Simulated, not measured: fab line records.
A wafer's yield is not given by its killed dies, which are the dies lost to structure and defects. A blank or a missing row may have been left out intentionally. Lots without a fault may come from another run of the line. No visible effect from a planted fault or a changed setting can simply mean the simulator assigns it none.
The tool behind it: which one? | flow n5-finfet | Sampling: 11 lots, 33 wafers, 2 of 1938 route steps

## WHAT THE GAUGES READ, wafer by wafer
N5_PASSIVATION_OVL_MEAS_63. Usual: PAD_OVL -2 nm, standard deviation 4.6.
lot  | measured     | on         | PAD_OVL (nm) | flag
L912 | day 12 11:16 | overlay-02 | 2 -4 -5      |
L913 | day 12 17:38 | overlay-02 | -2 -6 -2     |
L918 | day 14 01:19 | overlay-02 | -1 12 6      |
L919 | day 14 13:14 | overlay-02 | -4 1 -4      |
L921 | day 15 16:04 | overlay-02 | -12 -7 -4    |
L916 | day 15 15:35 | overlay-02 | -2 -1 -1     |
L924 | day 16 15:20 | overlay-01 | 2 -1 4       |
L932 | day 18 05:53 | overlay-02 | -8 -4 -7     |
L930 | day 18 09:39 | overlay-02 | -6 -1 -6     |
L935 | day 18 14:02 | overlay-02 | -7 -12 -4    |
L934 | day 18 17:50 | overlay-01 | -7 -8 -7     |

## EACH LOT AND THE TOOL THAT RAN IT (in order: tool; ch and the chambers of the sampled wafers; start)
lot  | N5_BEOL_M14_STRIP_37
L912 | rie-diel-01 ch 1,2, day 11 17:06
L913 | rie-diel-05 ch 1,3, day 11 23:37
L918 | rie-diel-01 ch 1,2,3, day 13 04:35
L919 | rie-diel-01 ch 1,2,3, day 13 11:20
L921 | rie-diel-05 ch 0,1,3, day 14 23:19
L916 | rie-diel-05 ch 1,2,3, day 14 23:29
L924 | rie-diel-05 ch 0,1,3, day 15 20:35
L932 | rie-diel-01 ch 0,3, day 17 14:55
L930 | rie-diel-03 ch 1,2, day 17 15:05
L935 | rie-diel-01 ch 1,3, day 17 20:40
L934 | rie-diel-03 ch 0,1,2, day 18 04:46
- N5_BEOL_M14_STRIP_37: strips in O2.

## WHAT THE TOOLS THEMSELVES READ (means of the sampled wafers that have a number; where no wafer has one, the mark that the record gives instead)
N5_BEOL_M14_STRIP_37. Usual: drypump-motor-current-A 5.6 A, standard deviation 0.31; oes-product-au 0.80 a.u., standard deviation 0.07; rf-vpp-V 3.7 V, standard deviation 1; showerhead-plenum-p-Torr 2.10 Torr, standard deviation 0.084; throttle-valve-pct 16.66 %, standard deviation 0.2.
lot  | tool        | drypump-motor-current-A (A) | oes-product-au (a.u.) | rf-vpp-V (V) | showerhead-plenum-p-Torr (Torr) | throttle-valve-pct (%) | flag
L912 | rie-diel-01 | 5.9                         | 0.72                  | 3.6          | 2.05                            | 16.86                  |
L913 | rie-diel-05 | 5.7                         | 0.87                  | 4.0          | 2.10                            | 16.40                  |
L918 | rie-diel-01 | 5.8                         | 0.74                  | 4.1          | 2.03                            | 16.83                  |
L919 | rie-diel-01 | 5.8                         | 0.74                  | 3.7          | 2.03                            | 16.84                  |
L921 | rie-diel-05 | 5.6                         | 0.80                  | 3.4          | 2.10                            | 16.58                  |
L916 | rie-diel-05 | 5.4                         | 0.84                  | 2.2          | 2.12                            | 16.42                  |
L924 | rie-diel-05 | 5.6                         | 0.78                  | 4.0          | 2.10                            | 16.61                  |
L932 | rie-diel-01 | 5.6                         | 0.73                  | 3.0          | 2.00                            | 16.83                  |
L930 | rie-diel-03 | 5.7                         | 0.87                  | 4.5          | 2.16                            | 16.78                  |
L935 | rie-diel-01 | 5.8                         | 0.72                  | 3.3          | 2.00                            | 16.83                  |
L934 | rie-diel-03 | 5.6                         | 0.84                  | 3.1          | 2.18                            | 16.72                  |

## THE ANSWER, worked out from the rows above alone
Rule: lot off if the mean of its wafers having a number is beyond 3 standard deviations from the usual mean. Also off: a lot with no number at a reading for which 4 or more lots have one. The other lots that the step has rows for count as sound. Order of review: gauges by route order, followed by the tools' own readings, for which a lot's mean as printed above is used. At the first step where some lot is off, the reading lying furthest off is the one used; lots without a number count as furthest.
No lot is off at any reading shown: from this, nothing can be told.

## WHAT THE SIMULATOR PUT IN
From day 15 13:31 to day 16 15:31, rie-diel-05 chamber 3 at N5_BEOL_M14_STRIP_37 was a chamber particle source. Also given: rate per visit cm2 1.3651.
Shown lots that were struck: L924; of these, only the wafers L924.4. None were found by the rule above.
